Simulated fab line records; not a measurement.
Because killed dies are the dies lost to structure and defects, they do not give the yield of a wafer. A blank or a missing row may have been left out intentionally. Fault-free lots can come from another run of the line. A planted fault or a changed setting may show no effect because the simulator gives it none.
fab line records	flow nand_harc
record: lots: 6	wafers: 18	last_day: 30
route steps=1302 shown P_M0@273 P_M1@285 END@1302
lots that met no fault: from a run of the same line without faults
start_h: start of the lot's first displayed wafer, in hours after the record's first day	wait_h: how many hours have passed since the lot's step before this one	" unchanged from the row above	L1.1+2: a single row standing in for several wafers	- no value present, or no start provided	* or withheld: withheld	< > ~ a bound
route shown NAME@n: names a module that has steps shown in the file, with the first one's number in the route	usual: mean/standard deviation of fault-free wafers	same: alike in all rows	chamber/n: place in a boat	sites: the reading at each site	_std_site: the standard deviation of these	_edge_site: outer sites' mean less inner sites'	radius_mm: how far each site lies from the wafer's centre	mask NAME#n: copy n	behind: the most recent tool/chamber to have shaped the wafer	hold: why the lot was held/for how many hours/how that ended	device: which transistor (n, p or np) failed to switch	end of line: the tests these same wafers got at the end of their route	where a step has no rows: the recipe by itself	killed: dies lost to structure and defects at the first sort, not the wafer's yield	map: the dies of a wafer, with x for killed, . for not killed, _ for no die there
set.NAME: the setting that was run; set.NAME@STEP: the one run at that earlier step	model.NAME: the simulator's own value behind a step, which no gauge read
certain route steps with their lots: each step a table, each wafer a row
services: from which hour (start_h, from the record's first day; less than 0 if before it) a tool's chamber was out of use, for how many hours, and why
== steps ==
step: NHARC_P_M0_PRE_CLEAN_29
recipe: time_s: 30	temp_c: 280	gas: H2/He
step: NHARC_P_M0_PVD_20
recipe: target_thk_a: 50	bias_v: 168.6	power_w: 15000	chamber_pressure_pa: 0.12	time_s: 8.06	substrate_temp_c: 50	material: TaN
usual: throttle_valve_pct: 30.5/1.1
lot.wafer	tool	chamber	start_h	wait_h	throttle_valve_pct
L754.1	pvd_sputter-01	-	-	-	29.6
L754.4	"	-	"	"	31.1
L754.5	"	-	"	"	30.6
L761.2	pvd_sputter-02	-	-	-	31.5
L761.3	"	-	"	"	30.1
L761.5	"	-	"	"	30.3
L762.1	pvd_sputter-03	-	-	-	29.8
L762.5	"	-	"	"	31.3
L762.6	"	-	"	"	28.9
L763.3	pvd_sputter-02	-	-	-	29.3
L763.4	"	-	"	"	30.0
L763.5	"	-	"	"	29.6
L764.3	pvd_sputter-03	-	-	-	31.4
L764.6	"	-	"	"	31.7
L764.5	"	-	"	"	29.0
L772.1	pvd_sputter-02	-	-	-	29.8
L772.2	"	-	"	"	29.9
L772.4	"	-	"	"	29.5
step: NHARC_P_M0_PVD_21
recipe: target_thk_a: 300	chamber_pressure_pa: 5	power_w: 5000	substrate_temp_c: 30	time_s: 20.49	material: Cu
step: NHARC_P_M0_ECD_22
recipe: target_thk_a: 4000	bath_temp_c: 25	material: Cu
step: NHARC_P_M0_ANNEAL_30
recipe: temp_c: 225	time_s: 90
usual: anneal_temp_c_max: 226.04/0.24	wafer_temp_C_max: 226.2/0.34
lot.wafer	tool	chamber	start_h	wait_h	anneal_temp_c_max	wafer_temp_C_max
L754.1	rtp_anneal-02	0	104.16	0.3	226.42	225.9
L754.4	"	0	"	"	225.72	225.8
L754.5	"	0	"	"	225.86	226.1
L761.2	rtp_anneal-01	0	175.69	0.5	226.17	226.0
L761.3	"	0	"	"	226.10	226.3
L761.5	"	0	"	"	226.50	226.3
L762.1	rtp_anneal-01	0	176.22	0.3	225.93	226.0
L762.5	"	0	"	"	225.77	226.4
L762.6	"	0	"	"	225.87	226.6
L763.3	rtp_anneal-02	0	197.56	-	226.25	225.5
L763.4	"	0	"	"	225.79	226.1
L763.5	"	0	"	"	226.08	226.2
L764.3	rtp_anneal-02	0	203.02	0.3	226.53	226.6
L764.5	"	0	"	"	226.13	226.4
L764.6	"	0	"	"	226.34	226.0
L772.1	rtp_anneal-01	0	282.29	-	225.76	225.7
L772.2	"	0	"	"	226.15	226.2
L772.4	"	0	"	"	226.08	226.4
step: NHARC_P_M0_CMP_23
recipe: t_overpolish_s: 20	target_thk_nm: 117.54
step: NHARC_P_M0_THK_MEAS_24
recipe: thk_meas_gauge: xrf
usual: thk_nm: 117.1/1.5
lot.wafer	tool	chamber	start_h	wait_h	thk_nm
L754.1	film_metro-02	-	104.82	-	117.6
L754.4	"	-	"	"	116.0
L754.5	"	-	"	"	114.0
L761.2	film_metro-02	-	176.30	-	116.7
L761.3	"	-	"	"	116.6
L761.5	"	-	"	"	115.6
L762.1	film_metro-02	-	176.89	-	116.1
L762.5	"	-	"	"	114.3
L762.6	"	-	"	"	117.6
L763.3	film_metro-01	-	198.11	-	117.2
L763.4	"	-	"	"	116.6
L763.5	"	-	"	"	118.7
L764.3	film_metro-01	-	203.58	-	117.0
L764.5	"	-	"	"	116.2
L764.6	"	-	"	"	119.8
L772.1	film_metro-01	-	282.96	-	117.0
L772.2	"	-	"	"	116.4
L772.4	"	-	"	"	115.7
step: NHARC_P_M0_SRD_25
step: NHARC_P_M0_INSPECT_27
usual: raw_defect_count: 277/90
lot.wafer	tool	chamber	start_h	wait_h	raw_defect_count
L754.1	defect_inspect-01	-	104.97	0.0	219
L754.4	"	-	"	"	160
L754.5	"	-	"	"	116
L761.2	defect_inspect-01	-	176.46	0.0	166
L761.3	"	-	"	"	269
L761.5	"	-	"	"	212
L762.1	defect_inspect-02	-	177.04	0.0	177
L762.5	"	-	"	"	375
L762.6	"	-	"	"	280
L763.3	defect_inspect-01	-	198.27	0.0	225
L763.4	"	-	"	"	175
L763.5	"	-	"	"	199
L764.3	defect_inspect-02	-	203.73	0.0	137
L764.5	"	-	"	"	191
L764.6	"	-	"	"	212
L772.1	defect_inspect-01	-	283.12	0.0	266
L772.2	"	-	"	"	248
L772.4	"	-	"	"	238
step: NHARC_P_M0_PRE_CLEAN_31
recipe: time_s: 12	temp_c: 370	rf_power_w: 300	gas: NH3
step: NHARC_P_M0_DEP_32
recipe: target_thk_a: 300	temp_c: 370	target_thk_nm: 30	pressure_torr: 3	flow_sccm: 200	rf_w: 450	material: SiCN
usual: heater_power_w: 575/75
lot.wafer	tool	chamber	start_h	wait_h	heater_power_w	since_wet_clean_h
L754.1	pecvd-03	0	105.16	0.1	655	107
L754.4	"	0	"	"	653	-
L754.5	"	1	"	"	633	-
L761.3	pecvd-02	2	176.60	0.1	607	141
L761.2	"	0	"	"	651	142
L761.5	"	2	"	"	622	-
L762.1	pecvd-02	1	177.23	0.1	590	142
L762.5	"	1	"	"	598	-
L762.6	"	2	"	"	609	-
L763.3	pecvd-04	2	198.41	0.1	541	121
L763.4	"	2	"	"	543	-
L763.5	"	1	"	"	456	-
L764.3	pecvd-03	2	203.92	0.1	616	25
L764.6	"	2	"	"	609	-
L764.5	"	0	"	"	642	-
L772.1	pecvd-04	2	283.27	0.1	588	25
L772.2	"	1	"	"	444	25
L772.4	"	2	"	"	623	-
step: NHARC_P_M1_DEP_00
recipe: target_thk_a: 1825	target_thk_nm: 182.5	temp_c: withheld	pressure_torr: 5	flow_sccm: 200	rf_w: 600	material: SiOC
lot.wafer	tool	chamber	start_h	wait_h	since_wet_clean_h
L754.1	pecvd-03	1	105.61	-	108
L754.4	"	1	"	"	-
L754.5	"	2	"	"	-
L761.2	pecvd-04	2	177.01	-	100
L761.3	"	0	"	"	100
L761.5	"	2	"	"	-
L762.1	pecvd-04	0	177.65	-	100
L762.5	"	2	"	"	-
L762.6	"	1	"	"	-
L763.3	pecvd-02	1	198.92	-	164
L763.4	"	2	"	"	-
L763.5	"	0	"	"	-
L764.3	pecvd-04	1	204.38	-	127
L764.5	"	2	"	"	-
L764.6	"	0	"	"	-
L772.1	pecvd-03	1	283.68	-	105
L772.2	"	0	"	"	105
L772.4	"	0	"	"	-
step: NHARC_P_M1_DEHYDRATE_01
recipe: temp_c: 150	time_s: 120
step: NHARC_P_M1_HMDS_02
recipe: time_s: 30
step: NHARC_P_M1_COAT_34
recipe: temp_c: 200	time_s: 65
step: NHARC_P_M1_COAT_03
recipe: spin_rpm: 1500	resist_thk_nm: 90
step: NHARC_P_M1_SOFTBAKE_04
recipe: temp_c: 105	time_s: 55
step: NHARC_P_M1_EBR_05
step: NHARC_P_M1_EXPOSE_06
recipe: na: 1.35	target_cd_nm: 130	dose_mj: 81.88	mask_id: P_M1
step: NHARC_P_M1_PEB_07
recipe: peb_temp_c: 100	peb_time_s: 65
step: NHARC_P_M1_DEVELOP_08
recipe: develop_time_s: 35	dev_temp_c: 23
step: NHARC_P_M1_CD_MEAS_09
recipe: target_cd_nm: 130	landing_energy_ev: 500
usual: cd_nm: 130.0/0.54
lot.wafer	tool	chamber	start_h	wait_h	cd_nm
L754.1	cd_sem-03	0	106.44	-	130.3
L754.4	"	0	"	"	130.3
L754.5	"	0	"	"	130.4
L761.2	cd_sem-03	0	177.73	-	129.4
L761.3	"	0	"	"	129.7
L761.5	"	0	"	"	130.5
L762.1	cd_sem-02	0	178.44	-	130.5
L762.5	"	0	"	"	129.4
L762.6	"	0	"	"	130.3
L763.3	cd_sem-03	0	199.67	-	129.8
L763.4	"	0	"	"	129.0
L763.5	"	0	"	"	130.1
L764.3	cd_sem-03	0	205.14	-	129.7
L764.5	"	0	"	"	129.6
L764.6	"	0	"	"	129.7
L772.1	cd_sem-01	0	284.51	-	130.0
L772.2	"	0	"	"	129.3
L772.4	"	0	"	"	129.6
step: NHARC_P_M1_OVL_MEAS_10
recipe: pitch_nm: 260
usual: overlay_x_nm: -0.1/0.8	overlay_y_nm: 0.2/0.76
lot.wafer	tool	chamber	start_h	wait_h	overlay_x_nm	overlay_y_nm
L754.1	overlay-01	-	106.53	-	0.0	1.0
L754.4	"	-	"	"	0.0	1.3
L754.5	"	-	"	"	0.0	0.5
L761.2	overlay-02	-	177.81	-	1.0	-0.7
L761.3	"	-	"	"	0.8	-0.5
L761.5	"	-	"	"	1.0	-1.0
L762.1	overlay-01	-	178.52	-	0.1	0.2
L762.5	"	-	"	"	-0.1	0.3
L762.6	"	-	"	"	-0.2	-0.5
L763.3	overlay-01	-	199.75	-	0.6	-0.9
L763.4	"	-	"	"	0.8	-0.3
L763.5	"	-	"	"	0.5	-0.2
L764.3	overlay-01	-	205.22	-	-0.3	-0.2
L764.5	"	-	"	"	-0.3	-0.7
L764.6	"	-	"	"	-0.6	-0.6
L772.1	overlay-02	-	284.60	-	0.7	-0.4
L772.2	"	-	"	"	1.1	0.1
L772.4	"	-	"	"	0.7	-0.3
step: NHARC_P_M1_INSPECT_11
usual: raw_defect_count: 4.4/2.5
lot.wafer	tool	chamber	start_h	wait_h	raw_defect_count
L754.1	defect_inspect-02	-	106.57	0.0	4
L754.4	"	-	"	"	2
L754.5	"	-	"	"	3
L761.2	defect_inspect-01	-	177.85	0.0	4
L761.3	"	-	"	"	3
L761.5	"	-	"	"	4
L762.1	defect_inspect-01	-	178.56	0.0	3
L762.5	"	-	"	"	4
L762.6	"	-	"	"	4
L763.3	defect_inspect-02	-	199.79	0.0	2
L763.4	"	-	"	"	4
L763.5	"	-	"	"	0
L764.3	defect_inspect-01	-	205.26	0.0	4
L764.5	"	-	"	"	6
L764.6	"	-	"	"	1
L772.1	defect_inspect-02	-	284.64	0.0	3
L772.2	"	-	"	"	3
L772.4	"	-	"	"	5
step: NHARC_P_M1_DESCUM_14
recipe: time_s: 3	o2_flow_sccm: 200	ar_flow_sccm: 0	bias_power_w: 0	chemistry: O2
step: NHARC_P_M1_ETCH_35
recipe: target_depth_a: 400	overetch_a: 120	time_s: 43.94	ion_energy_ev: 200	n2_flow_sccm: 150	h2_flow_sccm: 150	ar_flow_sccm: 0	rf_w: 400	bias_w: 150	chemistry: N2/H2
step: NHARC_P_M1_ETCH_15
recipe: target_depth_a: 1825	time_s: 91.2	c4f8_flow_sccm: withheld	ar_flow_sccm: 400	rf_w: 600	bias_w: 300	chemistry: C4F8/Ar
step: NHARC_P_M1_CD_MEAS_16
usual: cd_nm: 130.1/0.8
lot.wafer	tool	chamber	start_h	wait_h	cd_nm
L754.1	cd_sem-02	-	106.93	-	131.6
L754.4	"	-	"	"	129.9
L754.5	"	-	"	"	129.8
L761.2	cd_sem-03	-	178.21	-	130.2
L761.3	"	-	"	"	131.2
L761.5	"	-	"	"	130.0
L762.1	cd_sem-01	-	178.92	-	130.8
L762.5	"	-	"	"	129.3
L762.6	"	-	"	"	129.5
L763.3	cd_sem-02	-	200.16	-	129.9
L763.4	"	-	"	"	128.3
L763.5	"	-	"	"	131.2
L764.3	cd_sem-02	-	205.63	-	130.7
L764.5	"	-	"	"	128.8
L764.6	"	-	"	"	130.5
L772.1	cd_sem-03	-	285.00	-	130.8
L772.2	"	-	"	"	128.4
L772.4	"	-	"	"	129.4
step: NHARC_P_M1_STRIP_18
recipe: power_w: 1000	n2_flow_sccm: 150	h2_flow_sccm: 150	ar_flow_sccm: 0	bias_w: 0	chemistry: N2/H2
step: NHARC_P_M1_ETCH_28
recipe: target_depth_a: 300	over_etch_frac: 0.3	time_s: 72.99	ion_energy_ev: 150	cf4_flow_sccm: 50	n2_flow_sccm: 100	ar_flow_sccm: 150	rf_w: 300	bias_w: 100	chemistry: CF4/N2
usual: drypump_motor_current_A: 5.9/0.42	oes_product_au: 0.996/0.011	rf_vpp_V: 315.5/1.7	showerhead_plenum_p_Torr: 2.70/0.083	throttle_valve_pct: 19.794/0.0097
lot.wafer	tool	chamber	start_h	wait_h	drypump_motor_current_A	oes_product_au	rf_hours_counter_h	rf_vpp_V	showerhead_plenum_p_Torr	throttle_valve_pct
L754.1	rie_diel-09	1	-	-	6.2	0.985	12	316.6	2.75	19.802
L754.4	"	2	"	"	5.8	0.986	12	317.6	2.79	19.802
L754.5	"	1	"	"	6.2	0.990	-	316.3	2.75	19.795
L761.2	rie_diel-12	3	-	-	5.9	1.000	7	317.1	2.75	19.798
L761.3	"	0	"	"	5.6	0.991	7	313.8	2.59	19.791
L761.5	"	0	"	"	5.6	0.971	-	315.2	2.59	19.793
L762.1	rie_diel-12	1	-	-	5.5	0.997	6	317.4	2.76	19.784
L762.6	"	1	"	"	5.5	1.008	-	315.4	2.76	19.792
L762.5	"	2	"	"	5.8	0.994	-	316.9	2.78	19.788
L763.4	rie_diel-12	2	-	-	5.8	1.006	9	318.7	2.78	19.781
L763.3	"	3	"	"	5.9	0.997	9	317.9	2.75	19.779
L763.5	"	2	"	"	5.7	1.003	-	316.5	2.78	19.794
L764.3	rie_diel-09	2	-	-	5.8	1.001	7	316.6	2.79	19.811
L764.5	"	2	"	"	5.8	0.989	-	315.8	2.79	19.788
L764.6	"	3	"	"	6.8	0.997	-	313.1	2.61	19.790
L772.2	rie_diel-08	0	-	-	5.0	1.001	35	316.3	2.69	19.785
L772.4	"	1	"	"	5.6	1.012	38	313.6	2.57	19.799
L772.1	"	2	"	"	6.1	0.982	33	311.1	2.51	19.779
step: NHARC_P_M1_STRIP_19
recipe: time_s: 600	temp_c: 30	chemistry: post_etch_residue_remover
step: NHARC_P_M1_DEGAS_29
recipe: temp_c: 250	time_s: 60
usual: heater_power_w: 315/34
lot.wafer	tool	chamber	start_h	wait_h	heater_power_w
L754.1	pvd_sputter-01	-	107.65	-	302
L754.4	"	-	"	"	282
L754.5	"	-	"	"	286
L761.2	pvd_sputter-02	-	178.93	-	368
L761.3	"	-	"	"	308
L761.5	"	-	"	"	304
L762.1	pvd_sputter-01	-	179.64	-	283
L762.5	"	-	"	"	279
L762.6	"	-	"	"	353
L763.3	pvd_sputter-01	-	200.87	-	303
L763.4	"	-	"	"	366
L763.5	"	-	"	"	301
L764.3	pvd_sputter-03	-	206.34	-	292
L764.6	"	-	"	"	297
L764.5	"	-	"	"	289
L772.2	pvd_sputter-02	-	285.74	-	391
L772.1	"	-	"	"	361
L772.4	"	-	"	"	299
step: NHARC_P_M1_PRE_CLEAN_30
recipe: time_s: 30	temp_c: 280	gas: H2/He
step: NHARC_P_M1_PVD_20
recipe: target_thk_a: 50	bias_v: 168.6	power_w: 15000	chamber_pressure_pa: 0.12	time_s: 8.06	substrate_temp_c: 50	material: TaN
step: NHARC_P_M1_PVD_21
recipe: target_thk_a: 300	chamber_pressure_pa: 5	power_w: 5000	substrate_temp_c: 30	time_s: 20.49	material: Cu
step: NHARC_P_M1_ECD_22
recipe: target_thk_a: 4000	bath_temp_c: 25	material: Cu
step: NHARC_P_M1_ANNEAL_31
recipe: temp_c: 225	time_s: 90
step: NHARC_P_M1_CMP_23
recipe: t_overpolish_s: 20	target_thk_nm: 157.82
step: NHARC_P_M1_SRD_25
step: NHARC_END_SORT_01
recipe: temp_c: 25
usual: defect_limited_yield: 90.1/2.5	killed_at_array: 62/18	killed_at_other: 0.9/1.2	killed_at_periphery: 4.2/2.9	killed_dies: 67/17	killed_open: 3.6/1.9	killed_short: 2.5/1.6
same: gross_dies: 677
lot.wafer	tool	chamber	start_h	wait_h	defect_limited_yield[%]	killed_at_array	killed_at_other	killed_at_periphery	killed_dies	killed_open	killed_short
L762.1	prober-01	0	626.65	2.5	91.9	51	3	1	55	1	3
L762.6	prober-01	0	630.65	4.0	0	58	2	617	677	4	6
L764.3	prober-02	0	649.16	3.1	0	61	0	616	677	4	1
L772.1	prober-02	0	709.95	2.5	89.4	65	4	3	72	4	2
L772.2	prober-02	0	710.76	2.8	90.4	52	5	8	65	1	1
L772.4	prober-02	0	712.38	3.4	90.4	49	4	12	65	5	2
killed by level:class
L762.1 A_SLIT:chamber_film_flake=24 A_CONTACT:chamber_film_flake=14 A_CHANNEL_HOLE_D1:chamber_film_flake=5 A_CHANNEL_HOLE_D2:chamber_film_flake=4 THIN_TSV:chamber_film_flake=3 A_CHANNEL_FILL_D2:geometric_particle:short=2 A_WL_FILL:geometric_particle:short=1 A_WL_FILL:geometric_particle:open=1
L762.6 P_M1:area_dep=615 A_SLIT:chamber_film_flake=29 A_CONTACT:chamber_film_flake=9 A_CHANNEL_HOLE_D2:chamber_film_flake=6 A_CHANNEL_HOLE_D1:chamber_film_flake=5 THIN_TSV:chamber_film_flake=2 P_GATE:geometric_particle:open=1 P_M0:geometric_particle:short=1
L764.3 P_M1:area_dep=613 A_CHANNEL_HOLE_D1:chamber_film_flake=24 A_SLIT:chamber_film_flake=24 A_SGD_CUT:chamber_film_flake=4 A_CONTACT:chamber_film_flake=4 P_GATE:geometric_particle:open=1 P_CONTACT:geometric_particle:open=1 A_DECK1_JOINT:geometric_particle:open=1
L772.1 A_SLIT:chamber_film_flake=40 A_CHANNEL_HOLE_D1:chamber_film_flake=12 A_STAIRCASE:chamber_film_flake=6 THIN_TSV:chamber_film_flake=3 A_CHANNEL_FILL_D2:geometric_particle:open=2 A_CHANNEL_FILL_D1:chamber_film_flake=2 A_CONTACT:chamber_film_flake=2 P_CONTACT:geometric_particle:open=1
L772.2 A_SLIT:chamber_film_flake=25 A_CHANNEL_HOLE_D1:chamber_film_flake=12 A_STAIRCASE:chamber_film_flake=9 P_BONDPAD:chamber_film_flake=5 THIN_TSV:chamber_film_flake=5 A_CONTACT:chamber_film_flake=4 P_GATE:chamber_film_flake=2 P_M2:geometric_particle:open=1
L772.4 A_SLIT:chamber_film_flake=28 A_CHANNEL_HOLE_D1:chamber_film_flake=8 A_STAIRCASE:chamber_film_flake=6 P_BONDPAD:chamber_film_flake=6 A_CONTACT:chamber_film_flake=4 P_GATE:chamber_film_flake=3 THIN_TSV:chamber_film_flake=3 P_STI:geometric_particle:open=1
map L762.6 (x killed, . not)
____________x____________
_________xxxxxxx_________
_______xxxxxxxxxxx_______
______xxxxxxxxxxxxx______
_____xxxxxxxxxxxxxxx_____
____xxxxxxxxxxxxxxxxx____
____xxxxxxxxxxxxxxxxx____
___xxxxxxxxxxxxxxxxxxx___
___xxxxxxxxxxxxxxxxxxx___
__xxxxxxxxxxxxxxxxxxxxx__
__xxxxxxxxxxxxxxxxxxxxx__
_xxxxxxxxxxxxxxxxxxxxxxx_
_xxxxxxxxxxxxxxxxxxxxxxx_
_xxxxxxxxxxxxxxxxxxxxxxx_
_xxxxxxxxxxxxxxxxxxxxxxx_
_xxxxxxxxxxxxxxxxxxxxxxx_
xxxxxxxxxxxxxxxxxxxxxxxxx
xxxxxxxxxxxxxxxxxxxxxxxxx
xxxxxxxxxxxxxxxxxxxxxxxxx
xxxxxxxxxxxxxxxxxxxxxxxxx
xxxxxxxxxxxxxxxxxxxxxxxxx
_xxxxxxxxxxxxxxxxxxxxxxx_
_xxxxxxxxxxxxxxxxxxxxxxx_
_xxxxxxxxxxxxxxxxxxxxxxx_
_xxxxxxxxxxxxxxxxxxxxxxx_
_xxxxxxxxxxxxxxxxxxxxxxx_
__xxxxxxxxxxxxxxxxxxxxx__
__xxxxxxxxxxxxxxxxxxxxx__
___xxxxxxxxxxxxxxxxxxx___
___xxxxxxxxxxxxxxxxxxx___
____xxxxxxxxxxxxxxxxx____
____xxxxxxxxxxxxxxxxx____
_____xxxxxxxxxxxxxxx_____
______xxxxxxxxxxxxx______
_______xxxxxxxxxxx_______
_________xxxxxxx_________
____________x____________
map L764.3 (x killed, . not)
____________x____________
_________xxxxxxx_________
_______xxxxxxxxxxx_______
______xxxxxxxxxxxxx______
_____xxxxxxxxxxxxxxx_____
____xxxxxxxxxxxxxxxxx____
____xxxxxxxxxxxxxxxxx____
___xxxxxxxxxxxxxxxxxxx___
___xxxxxxxxxxxxxxxxxxx___
__xxxxxxxxxxxxxxxxxxxxx__
__xxxxxxxxxxxxxxxxxxxxx__
_xxxxxxxxxxxxxxxxxxxxxxx_
_xxxxxxxxxxxxxxxxxxxxxxx_
_xxxxxxxxxxxxxxxxxxxxxxx_
_xxxxxxxxxxxxxxxxxxxxxxx_
_xxxxxxxxxxxxxxxxxxxxxxx_
xxxxxxxxxxxxxxxxxxxxxxxxx
xxxxxxxxxxxxxxxxxxxxxxxxx
xxxxxxxxxxxxxxxxxxxxxxxxx
xxxxxxxxxxxxxxxxxxxxxxxxx
xxxxxxxxxxxxxxxxxxxxxxxxx
_xxxxxxxxxxxxxxxxxxxxxxx_
_xxxxxxxxxxxxxxxxxxxxxxx_
_xxxxxxxxxxxxxxxxxxxxxxx_
_xxxxxxxxxxxxxxxxxxxxxxx_
_xxxxxxxxxxxxxxxxxxxxxxx_
__xxxxxxxxxxxxxxxxxxxxx__
__xxxxxxxxxxxxxxxxxxxxx__
___xxxxxxxxxxxxxxxxxxx___
___xxxxxxxxxxxxxxxxxxx___
____xxxxxxxxxxxxxxxxx____
____xxxxxxxxxxxxxxxxx____
_____xxxxxxxxxxxxxxx_____
______xxxxxxxxxxxxx______
_______xxxxxxxxxxx_______
_________xxxxxxx_________
____________x____________
== services ==
tool	chamber	start_h	hours	kind
pvd_sputter-02	-	80.00	10.0	pm
rie_diel-08	3	86.20	5.9	repair
rie_diel-12	3	90.28	3.9	repair
rie_diel-12	1	99.68	1.4	repair
rie_diel-08	-	101.26	0.4	repair
pecvd-02	0	107.21	6.2	repair
pvd_sputter-03	-	112.69	1.2	repair
rie_diel-09	-	119.18	9.0	pm
pecvd-04	-	143.20	0.9	repair
pvd_sputter-03	-	146.00	10.0	pm
pecvd-02	0	165.12	6.7	repair
pecvd-03	-	165.85	13.0	pm
rie_diel-09	2	167.10	1.4	repair
pecvd-04	-	188.47	1.3	repair
pecvd-02	-	191.87	0.7	repair
pvd_sputter-02	-	201.45	2.2	repair
pvd_sputter-01	-	202.00	10.0	pm
pecvd-02	-	203.37	13.0	pm
rie_diel-12	1	212.28	13.5	repair
pvd_sputter-01	-	226.79	2.2	repair
rie_diel-12	-	244.40	9.0	pm
pecvd-04	-	245.44	13.0	pm
pvd_sputter-03	-	254.03	1.7	repair
pvd_sputter-02	-	258.00	10.0	pm
== key ==
first_sign: step: NHARC_END_SORT_01	reading: killed_at_periphery	direction: up	sigmas: 99+	usual: 4.2	struck: 616.5
effect: step: NHARC_END_SORT_01	reading: defect_limited_yield	direction: down	sigmas: 35	usual: 90.1	struck: 0
more_kills_born_at: NHARC_P_M1_DEP_00@pecvd-04: 1228
met_at NHARC_P_M1_DEP_00
struck_wafers L762.6,L764.3
later_rows_left_out L762.6,L764.3
fault: kind: process_parameter_drift	tool: pecvd-04	chamber: 1	onset_h: 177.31	steps: NHARC_P_M1_DEP_00	channel: target_thk_nm	offset: 74.876	shape: step	end_h: 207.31	acts_in: these_recipes_only	stated: 182.5
later_rows_left_out: the simulator's readings of these wafers behind a module that went badly wrong aren't trusted and aren't shown, but for the sort
